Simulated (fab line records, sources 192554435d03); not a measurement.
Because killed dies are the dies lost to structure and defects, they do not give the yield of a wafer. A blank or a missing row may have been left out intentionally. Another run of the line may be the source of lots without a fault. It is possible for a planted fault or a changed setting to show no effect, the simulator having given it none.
Chamber matching :: flow n5-finfet :: N5_BEOL_M9_PECVD_70 on pecvd-04 has 3 sister chambers
The step deposits SiO2 from TEOS/O2, target thk 20 nm, time 22.7 s. 3 wafers are shown with their chamber, then 7 later ones without.

WAFERS, EACH WITH ITS CHAMBER
wafer: L085.2
chamber: 1
throttle-valve-pct (%): 23.6

wafer: L086.1
chamber: 2
throttle-valve-pct (%): 21.4

wafer: L086.3
chamber: 0
throttle-valve-pct (%): 22.3

WAFERS WHOSE CHAMBER IS MISSING
wafer: L086.4
throttle-valve-pct (%): 21.1

wafer: L092.2
throttle-valve-pct (%): 22.4

wafer: L092.4
throttle-valve-pct (%): 21.4

wafer: L092.5
throttle-valve-pct (%): 22.5

wafer: L097.2
throttle-valve-pct (%): 22.4

wafer: L097.5
throttle-valve-pct (%): 23.6

wafer: L097.6
throttle-valve-pct (%): 22.0

EACH ONE'S CHAMBER
wafer: L086.4
from the rows above: 2
in truth: 2

wafer: L092.2
from the rows above: 0
in truth: 0

wafer: L092.4
from the rows above: 2
in truth: 2

wafer: L092.5
from the rows above: 0
in truth: 0

wafer: L097.2
from the rows above: 0
in truth: 0

wafer: L097.5
from the rows above: 1
in truth: 1

wafer: L097.6
from the rows above: can't be placed: 0 or 2
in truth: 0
Correct placement for 6 of the 7. Not placeable from these rows: 1 (in 1, the candidates include the true chamber). Placed wrongly: 0.
How it was worked out, from the rows above alone: a wafer's distance from a chamber is the root of the sum, over the readings, of the square of ((its reading less the chamber's mean) divided by the reading's scatter). The wafer belongs to the nearest chamber; if the next one is less than 2 further off, it can't be placed. The mean given for a chamber averages the wafers shown for that chamber. The scatter: with one shown wafer a chamber, the root of the mean of the squares of how far each hidden wafer lies from its nearest shown one.
